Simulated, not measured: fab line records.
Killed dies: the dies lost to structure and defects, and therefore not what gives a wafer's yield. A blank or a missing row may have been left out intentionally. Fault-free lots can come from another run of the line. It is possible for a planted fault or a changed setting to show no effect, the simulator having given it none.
Which tool is to blame? || flow n5-finfet || 11 lots, 33 wafers sampled, at 4 steps of a route of 1938

WHAT THE GAUGES SHOWED, per wafer
The record holds no reading of a measuring or inspecting step that can be judged against a usual standard deviation.

TOOL THAT RAN EACH LOT (tool first, then ch and the chambers of the sampled wafers, then the start)
{"lot": "L584", "N5_BEOL_M5_ALD_86": "ald-metal-01 ch 0,1,2, day 8 12:51", "N5_BEOL_M5_SURFACE_TREAT_87": "pvd-sputter-02, day 8 13:10", "N5_BEOL_M5_SPUTTER_83": "pvd-sputter-01, day 8 15:37", "N5_BEOL_M5_CMP_52": "cmp-02 ch 0,1, day 8 18:20"}
{"lot": "L589", "N5_BEOL_M5_ALD_86": "ald-metal-04 ch 0,2,3, day 9 16:59", "N5_BEOL_M5_SURFACE_TREAT_87": "pvd-sputter-01, day 9 17:20", "N5_BEOL_M5_SPUTTER_83": "pvd-sputter-01, day 9 19:44", "N5_BEOL_M5_CMP_52": "cmp-02 ch 0,2,3, day 9 22:58"}
{"lot": "L591", "N5_BEOL_M5_ALD_86": "ald-metal-03 ch 1,2,3, day 9 22:56", "N5_BEOL_M5_SURFACE_TREAT_87": "pvd-sputter-01, day 9 23:15", "N5_BEOL_M5_SPUTTER_83": "pvd-sputter-02, day 10 01:44", "N5_BEOL_M5_CMP_52": "cmp-02 ch 0,1,2, day 10 04:38"}
{"lot": "L590", "N5_BEOL_M5_ALD_86": "ald-metal-04 ch 0,1,2, day 9 23:25", "N5_BEOL_M5_SURFACE_TREAT_87": "pvd-sputter-03, day 9 23:38", "N5_BEOL_M5_SPUTTER_83": "pvd-sputter-03, day 10 02:39", "N5_BEOL_M5_CMP_52": "cmp-03 ch 0,3, day 10 05:20"}
{"lot": "L600", "N5_BEOL_M5_ALD_86": "ald-metal-04 ch 1,2,3, day 12 16:13", "N5_BEOL_M5_SURFACE_TREAT_87": "pvd-sputter-01, day 12 16:30", "N5_BEOL_M5_SPUTTER_83": "pvd-sputter-02, day 12 18:55", "N5_BEOL_M5_CMP_52": "cmp-03 ch 0,1,2, day 12 21:38"}
{"lot": "L601", "N5_BEOL_M5_ALD_86": "ald-metal-01 ch 0,1,3, day 12 17:48", "N5_BEOL_M5_SURFACE_TREAT_87": "pvd-sputter-01, day 12 18:02", "N5_BEOL_M5_SPUTTER_83": "pvd-sputter-03, day 12 21:16", "N5_BEOL_M5_CMP_52": "cmp-03 ch 0,1, day 12 23:59"}
{"lot": "L602", "N5_BEOL_M5_ALD_86": "ald-metal-03 ch 2,3, day 13 07:41", "N5_BEOL_M5_SURFACE_TREAT_87": "pvd-sputter-03, day 13 07:59", "N5_BEOL_M5_SPUTTER_83": "pvd-sputter-03, day 13 10:36", "N5_BEOL_M5_CMP_52": "cmp-02 ch 0,1,2, day 13 13:23"}
{"lot": "L605", "N5_BEOL_M5_ALD_86": "ald-metal-01 ch 0,2,3, day 13 15:31", "N5_BEOL_M5_SURFACE_TREAT_87": "pvd-sputter-03, day 13 15:45", "N5_BEOL_M5_SPUTTER_83": "pvd-sputter-01, day 13 18:12", "N5_BEOL_M5_CMP_52": "cmp-03 ch 0,1,2, day 13 20:55"}
{"lot": "L604", "N5_BEOL_M5_ALD_86": "ald-metal-04 ch 1,2,3, day 13 15:37", "N5_BEOL_M5_SURFACE_TREAT_87": "pvd-sputter-03, day 13 15:54", "N5_BEOL_M5_SPUTTER_83": "pvd-sputter-03, day 13 18:20", "N5_BEOL_M5_CMP_52": "cmp-02 ch 0,2,3, day 13 21:28"}
{"lot": "L603", "N5_BEOL_M5_ALD_86": "ald-metal-04 ch 0,2,3, day 13 20:41", "N5_BEOL_M5_SURFACE_TREAT_87": "pvd-sputter-03, day 13 21:01", "N5_BEOL_M5_SPUTTER_83": "pvd-sputter-02, day 13 23:35", "N5_BEOL_M5_CMP_52": "cmp-01 ch 0,1, day 14 02:16"}
{"lot": "L606", "N5_BEOL_M5_ALD_86": "ald-metal-04 ch 0,1,3, day 14 07:24", "N5_BEOL_M5_SURFACE_TREAT_87": "pvd-sputter-02, day 14 07:46", "N5_BEOL_M5_SPUTTER_83": "pvd-sputter-03, day 14 10:23", "N5_BEOL_M5_CMP_52": "cmp-02 ch 2,3, day 14 13:05"}
- N5_BEOL_M5_ALD_86: deposits TaN, pulse time 2 s, purge time 3 s, co reactant purge time 2 s.
- N5_BEOL_M5_SURFACE_TREAT_87
- N5_BEOL_M5_SPUTTER_83: material Cu, target thk 15 nm, time 27.62 s.
- N5_BEOL_M5_CMP_52: polishes, stops on SiCOH lowk, t overpolish 6.9 s, target thk 62 nm.

WHAT THE TOOLS THEMSELVES READ (means of the sampled wafers that have a number; where no wafer has one, the mark that the record gives instead)
N5_BEOL_M5_ALD_86. Usual: heater-power-w reads 402 W (standard deviation 33).
{"lot": "L584", "tool": "ald-metal-01", "heater-power-w (W)": 398, "flag": ""}
{"lot": "L589", "tool": "ald-metal-04", "heater-power-w (W)": 389, "flag": ""}
{"lot": "L591", "tool": "ald-metal-03", "heater-power-w (W)": 407, "flag": ""}
{"lot": "L590", "tool": "ald-metal-04", "heater-power-w (W)": 390, "flag": ""}
{"lot": "L600", "tool": "ald-metal-04", "heater-power-w (W)": 400, "flag": ""}
{"lot": "L601", "tool": "ald-metal-01", "heater-power-w (W)": 417, "flag": ""}
{"lot": "L602", "tool": "ald-metal-03", "heater-power-w (W)": 363, "flag": ""}
{"lot": "L605", "tool": "ald-metal-01", "heater-power-w (W)": 406, "flag": ""}
{"lot": "L604", "tool": "ald-metal-04", "heater-power-w (W)": 400, "flag": ""}
{"lot": "L603", "tool": "ald-metal-04", "heater-power-w (W)": 386, "flag": ""}
{"lot": "L606", "tool": "ald-metal-04", "heater-power-w (W)": 401, "flag": ""}

N5_BEOL_M5_SPUTTER_83. Usual: chuck-sensor-temp-C -15.8 C, standard deviation 0.39; substrate-temp-c -19.98 C, standard deviation 0.099; throttle-valve-pct 29.9 %, standard deviation 1.
{"lot": "L584", "tool": "pvd-sputter-01", "chuck-sensor-temp-C (C)": -15.8, "substrate-temp-c (C)": -20.03, "throttle-valve-pct (%)": 29.9, "flag": ""}
{"lot": "L589", "tool": "pvd-sputter-01", "chuck-sensor-temp-C (C)": -15.9, "substrate-temp-c (C)": -20.01, "throttle-valve-pct (%)": 30.1, "flag": ""}
{"lot": "L591", "tool": "pvd-sputter-02", "chuck-sensor-temp-C (C)": -15.5, "substrate-temp-c (C)": -19.98, "throttle-valve-pct (%)": 29.1, "flag": ""}
{"lot": "L590", "tool": "pvd-sputter-03", "chuck-sensor-temp-C (C)": -15.8, "substrate-temp-c (C)": -19.98, "throttle-valve-pct (%)": 30.4, "flag": ""}
{"lot": "L600", "tool": "pvd-sputter-02", "chuck-sensor-temp-C (C)": -15.8, "substrate-temp-c (C)": -19.95, "throttle-valve-pct (%)": 29.1, "flag": ""}
{"lot": "L601", "tool": "pvd-sputter-03", "chuck-sensor-temp-C (C)": -16.0, "substrate-temp-c (C)": -20.02, "throttle-valve-pct (%)": 30.7, "flag": ""}
{"lot": "L602", "tool": "pvd-sputter-03", "chuck-sensor-temp-C (C)": -15.7, "substrate-temp-c (C)": -19.99, "throttle-valve-pct (%)": 30.0, "flag": ""}
{"lot": "L605", "tool": "pvd-sputter-01", "chuck-sensor-temp-C (C)": -15.8, "substrate-temp-c (C)": -19.97, "throttle-valve-pct (%)": 30.0, "flag": ""}
{"lot": "L604", "tool": "pvd-sputter-03", "chuck-sensor-temp-C (C)": -15.7, "substrate-temp-c (C)": -20.01, "throttle-valve-pct (%)": 29.6, "flag": ""}
{"lot": "L603", "tool": "pvd-sputter-02", "chuck-sensor-temp-C (C)": -15.6, "substrate-temp-c (C)": -20.01, "throttle-valve-pct (%)": 29.1, "flag": ""}
{"lot": "L606", "tool": "pvd-sputter-03", "chuck-sensor-temp-C (C)": -15.9, "substrate-temp-c (C)": -20.03, "throttle-valve-pct (%)": 30.9, "flag": ""}

N5_BEOL_M5_CMP_52. Usual: barrier-field-endpoint-s 24.6 s, standard deviation 0.57; motor-current-A 5.9 A, standard deviation 0.51; overpolish-run-s 6.900 s, standard deviation 0.0096; platen-rpm 50.00 rpm, standard deviation 0.037; time-to-endpoint-s 61.7 s, standard deviation 2.8.
{"lot": "L584", "tool": "cmp-02", "barrier-field-endpoint-s (s)": 24.0, "motor-current-A (A)": 5.8, "overpolish-run-s (s)": 6.907, "platen-rpm (rpm)": 50.02, "time-to-endpoint-s (s)": 54.9, "flag": ""}
{"lot": "L589", "tool": "cmp-02", "barrier-field-endpoint-s (s)": 23.9, "motor-current-A (A)": 5.3, "overpolish-run-s (s)": 6.895, "platen-rpm (rpm)": 52.00, "time-to-endpoint-s (s)": 60.3, "flag": "OFF"}
{"lot": "L591", "tool": "cmp-02", "barrier-field-endpoint-s (s)": 23.2, "motor-current-A (A)": 5.8, "overpolish-run-s (s)": 6.906, "platen-rpm (rpm)": 52.01, "time-to-endpoint-s (s)": 57.2, "flag": "OFF"}
{"lot": "L590", "tool": "cmp-03", "barrier-field-endpoint-s (s)": 25.5, "motor-current-A (A)": 5.5, "overpolish-run-s (s)": 6.890, "platen-rpm (rpm)": 50.01, "time-to-endpoint-s (s)": 63.5, "flag": ""}
{"lot": "L600", "tool": "cmp-03", "barrier-field-endpoint-s (s)": 24.6, "motor-current-A (A)": 6.1, "overpolish-run-s (s)": 6.888, "platen-rpm (rpm)": 50.01, "time-to-endpoint-s (s)": 64.3, "flag": ""}
{"lot": "L601", "tool": "cmp-03", "barrier-field-endpoint-s (s)": 25.2, "motor-current-A (A)": 5.9, "overpolish-run-s (s)": 6.894, "platen-rpm (rpm)": 49.99, "time-to-endpoint-s (s)": 62.4, "flag": ""}
{"lot": "L602", "tool": "cmp-02", "barrier-field-endpoint-s (s)": 24.8, "motor-current-A (A)": 5.8, "overpolish-run-s (s)": 6.906, "platen-rpm (rpm)": 49.99, "time-to-endpoint-s (s)": 60.9, "flag": ""}
{"lot": "L605", "tool": "cmp-03", "barrier-field-endpoint-s (s)": 24.8, "motor-current-A (A)": 6.1, "overpolish-run-s (s)": 6.912, "platen-rpm (rpm)": 49.99, "time-to-endpoint-s (s)": 62.7, "flag": ""}
{"lot": "L604", "tool": "cmp-02", "barrier-field-endpoint-s (s)": 24.4, "motor-current-A (A)": 5.5, "overpolish-run-s (s)": 6.902, "platen-rpm (rpm)": 50.03, "time-to-endpoint-s (s)": 59.4, "flag": ""}
{"lot": "L603", "tool": "cmp-01", "barrier-field-endpoint-s (s)": 24.2, "motor-current-A (A)": 6.8, "overpolish-run-s (s)": 6.900, "platen-rpm (rpm)": 49.98, "time-to-endpoint-s (s)": 61.7, "flag": ""}
{"lot": "L606", "tool": "cmp-02", "barrier-field-endpoint-s (s)": 24.3, "motor-current-A (A)": 5.6, "overpolish-run-s (s)": 6.905, "platen-rpm (rpm)": 50.05, "time-to-endpoint-s (s)": 61.2, "flag": ""}

THE ANSWER, worked out from the rows above alone
Rule: a lot is off if the mean of its wafers that have a number lies more than 3 standard deviations from the usual mean. Also off: a lot with no number at a reading for which 4 or more lots have one. All remaining lots with rows at the step are treated as sound. First the gauges in route order, then the tools' own readings, where a lot's mean is used as printed above. The first step at which some lot is off is used, and at that step the reading that is off furthest; a lot without a number counts as furthest.
Off, at N5_BEOL_M5_CMP_52 on platen-rpm: L589, L591.
A tool fits if, at that step or a process step before it, it ran every lot that is off, and no sound lot after the first of them. No candidate that was tried fits.

WHAT HAD BEEN PUT IN BY THE SIMULATOR
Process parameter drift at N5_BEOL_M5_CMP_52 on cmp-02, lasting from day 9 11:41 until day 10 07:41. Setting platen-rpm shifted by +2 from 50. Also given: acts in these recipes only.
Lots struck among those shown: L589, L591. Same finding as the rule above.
